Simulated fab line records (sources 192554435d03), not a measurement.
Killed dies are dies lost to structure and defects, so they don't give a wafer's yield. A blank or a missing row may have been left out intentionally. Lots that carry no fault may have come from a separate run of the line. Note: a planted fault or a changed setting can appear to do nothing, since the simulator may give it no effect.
Lot-split experiment -- flow n5-finfet -- 21 wafers read across 7 lots, on a route 1938 steps long

## THE SPLIT ITSELF
At N5_BEOL_M2_TRENCH_ETCH_37 (etches SiOC in C4F6/O2, target depth 55.555 nm, time 29.2 s), the setting source-w was moved away from the recipe's 355 W on 10 of the 21 wafers read, by -16.1% to +13.2%. This setting was run at the recipe's value on the other wafers.

The split's own step is where the reading is taken.

## THE READING
rf-vpp-V, in V, at N5_BEOL_M2_TRENCH_ETCH_37 (etches SiOC in C4F6/O2, target depth 55.555 nm, time 29.2 s). Fault-free wafers of this fab line usually give 668 V, standard deviation 8.5 V.

wafer,"tool, chamber at the split","source-w as run, W",against the recipe,"rf-vpp-V, V",against lot-mates on the recipe
L076.1,"rie-diel-06, 0",355,recipe,665,-
L076.2,"rie-diel-06, 3",355,recipe,676,-
L076.6,"rie-diel-06, 0",398.2,+12.2%,629,-42
L080.1,"rie-diel-05, 3",298,-16.1%,734,+50
L080.2,"rie-diel-05, 2",355,recipe,684,-
L080.4,"rie-diel-05, 0",298,-16.1%,722,+38
L082.1,"rie-diel-05, 1",337.6,-4.9%,685,+2
L082.2,"rie-diel-05, 3",337.6,-4.9%,689,+6
L082.6,"rie-diel-05, 2",355,recipe,683,-
L084.2,"rie-diel-01, 3",355,recipe,680,-
L084.3,"rie-diel-01, 0",355,recipe,675,-
L084.5,"rie-diel-01, 0",401.7,+13.2%,634,-44
L089.2,"rie-diel-01, 1",355,recipe,669,-
L089.5,"rie-diel-01, 1",322.2,-9.2%,702,+33
L089.6,"rie-diel-01, 0",322.2,-9.2%,708,+39
L093.2,"rie-diel-01, 1",355,recipe,667,-
L093.3,"rie-diel-01, 3",355,recipe,680,-
L093.4,"rie-diel-01, 2",355,recipe,655,-
L095.4,"rie-diel-01, 2",313.4,-11.7%,702,+44
L095.5,"rie-diel-01, 2",355,recipe,658,-
L095.6,"rie-diel-01, 1",313.4,-11.7%,711,+53

THE FIT
A straight line over all 21 wafers: rf-vpp-V changes by -3.29 V for each +1% of source-w; r = -0.95; the points scatter about the line by 8 V.
The same after taking each lot's own level away (the mean of its wafers on the recipe; 21 wafers): -3.28 V for each +1%; r = -0.95; scatter 8 V.
According to that fit, moving source-w by its largest amount changes the reading by 53 V.
Across the lots, their own levels run from 658.0 to 684.0 V, a range of 3.1 times the standard deviation given above.
The two slopes agree, so the slope changes little with the lot-to-lot level.
Check: with one of the wafers moved furthest among these (-16.1%) left out of the fit, the line predicts +52.6 V for it against its lot-mates. Against them it came out at +50 V.
Tool readings at the split's step, against how far the setting was moved: rf-vpp-V r = -0.95.

## THE OTHER SPLITS THESE WAFERS WENT THROUGH
Note: prior to the reading, these wafers also went through further splits. Each is held against what the fit with the lots' levels taken away leaves over:
other split on the same wafers,wafers away from the commonest value,r with rf-vpp-V (lot level and that fit taken away)
N5_BEOL_M0_SAQP_DESCUM_19 time-s,8,-0.36
N5_BEOL_M1_PECVD_72 time-s,6,-0.13

## THE WHOLE CHAIN: every reading that the file lists as answering this split, in the file's order
step,what it does,reading,change (the file's fit),r (the file's)
N5_BEOL_M2_TRENCH_ETCH_37,"etches SiOC in C4F6/O2, target depth 55.555 nm, time 29.2 s",rf-vpp-V,-3.27 V for each +1% of the setting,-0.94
N5_BEOL_M2_TRENCH_ETCH_37,"etches SiOC in C4F6/O2, target depth 55.555 nm, time 29.2 s","BEOL_M2.feature-depth-nm (the simulator's own value, which no gauge read)",+0.226 nm for each +1% of the setting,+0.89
N5_BEOL_M2_TRENCH_ETCH_37,"etches SiOC in C4F6/O2, target depth 55.555 nm, time 29.2 s","etch.depth-nm (the simulator's own value, which no gauge read)",+0.224 nm for each +1% of the setting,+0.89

## THE FILE'S OWN FIT
rf-vpp-V changes by -3.27 V for each +1% of source-w, r = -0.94.
